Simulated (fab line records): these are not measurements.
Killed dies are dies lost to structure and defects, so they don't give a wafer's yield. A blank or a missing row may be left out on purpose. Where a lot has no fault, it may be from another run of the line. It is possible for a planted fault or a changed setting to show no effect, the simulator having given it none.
Matching of chambers | flow n5 finfet | 4 sister chambers for N5_FIN_SAQP_FIN_ETCH_36 on rie si-03
The step etches the open film in HBr/Cl2/O2, target depth 120 nm, time 50.4 s. 8 wafers are shown with their chamber, then 12 later ones without.

WAFERS WITH THEIR CHAMBER
wafer  | chamber | drypump motor current A (A) | oes product au (a.u.)
L080.2 | 0       | 6.4                         | 1.014
L082.4 | 0       | 6.4                         | 1.021
L091.3 | 2       | 6.4                         | 0.949
L091.4 | 1       | 5.5                         | 1.011
L091.5 | 1       | 5.5                         | 1.014
L092.1 | 3       | 5.6                         | 0.998
L092.2 | 2       | 6.3                         | 0.945
L092.5 | 3       | 5.6                         | 0.988

WAFERS WITH NO CHAMBER GIVEN
wafer  | drypump motor current A (A) | oes product au (a.u.)
L094.1 | 5.5                         | 1.022
L094.4 | 6.4                         | 1.022
L094.5 | 6.4                         | 1.014
L095.1 | 6.4                         | 1.009
L095.4 | 5.6                         | 0.987
L095.6 | 5.6                         | 0.969
L096.3 | 6.4                         | 1.005
L096.5 | 5.5                         | 1.021
L096.6 | 6.4                         | 0.961
L097.1 | 5.6                         | 0.980
L097.2 | 5.5                         | 1.009
L097.5 | 6.4                         | 0.936

THE CHAMBER EACH PASSED THROUGH
wafer  | from the rows above | in truth
L094.1 | 1                   | 1
L094.4 | 0                   | 0
L094.5 | 0                   | 0
L095.1 | 0                   | 0
L095.4 | 3                   | 3
L095.6 | 3                   | 3
L096.3 | 0                   | 0
L096.5 | 1                   | 1
L096.6 | 2                   | 2
L097.1 | 3                   | 3
L097.2 | 1                   | 1
L097.5 | 2                   | 2
12 of 12 placed correctly. Not placeable from these rows: 0. 0 placed wrongly.
How it was worked out, from the rows above alone: a wafer's distance from a chamber is the root of the sum, over the readings, of the square of ((its reading less the chamber's mean) divided by the reading's scatter). The wafer belongs to the nearest chamber; if the next one is less than 2 further off, it can't be placed. Each chamber's mean is taken over the wafers shown for it. How the scatter is found: for the shown wafers, subtract from each reading the mean of its chamber, square and add these, divide the total by (wafers less chambers), then take the root.
